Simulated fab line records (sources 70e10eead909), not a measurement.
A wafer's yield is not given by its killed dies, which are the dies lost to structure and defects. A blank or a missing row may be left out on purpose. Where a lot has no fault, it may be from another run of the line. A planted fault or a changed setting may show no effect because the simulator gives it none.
Matching of chambers	flow nand harc	3 sister chambers for NHARC_A_SGD_CUT_DEP_00 on pecvd-04
The step deposits SiNx, target thk 50 nm. 6 wafers are shown with their chamber, then 8 later ones without.

== WAFERS WITH THEIR CHAMBER ==
wafer	chamber	heater power w (W)	rf fwd power W (W)
L601.2	1	670	446.8
L601.6	2	649	445.5
L603.4	1	657	445.3
L603.5	0	695	450.8
L603.6	2	610	446.9
L607.2	0	749	451.5

== WAFERS WITHOUT THEIR CHAMBER ==
wafer	heater power w (W)	rf fwd power W (W)
L607.3	743	446.6
L607.4	738	451.9
L606.3	703	446.6
L606.5	651	447.4
L606.6	657	447.1
L608.1	579	447.9
L608.2	752	451.3
L608.5	750	450.5

== WHICH CHAMBER EACH ONE RAN IN ==
wafer	from the rows above	in truth
L607.3	can't be placed: 1 or 2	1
L607.4	0	0
L606.3	can't be placed: 1 or 2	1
L606.5	can't be placed: 2 or 1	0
L606.6	can't be placed: 1 or 2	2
L608.1	can't be placed: 2 or 1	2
L608.2	0	0
L608.5	0	0
Placed correctly: 3 of 8. Unplaceable from these rows: 5, with the true chamber sitting among the candidates in 4. Number placed wrongly: 0.
How it was worked out, from the rows above alone: a wafer's distance from a chamber is the root of the sum, over the readings, of the square of ((its reading less the chamber's mean) divided by the reading's scatter). If the next closest chamber is less than 2 further off than the closest, the wafer can't be placed; otherwise it belongs to the closest. The mean given for a chamber averages the wafers shown for that chamber. The scatter: the root of (the sum of the squares of (reading less its chamber's mean) over the shown wafers, divided by (wafers less chambers)).
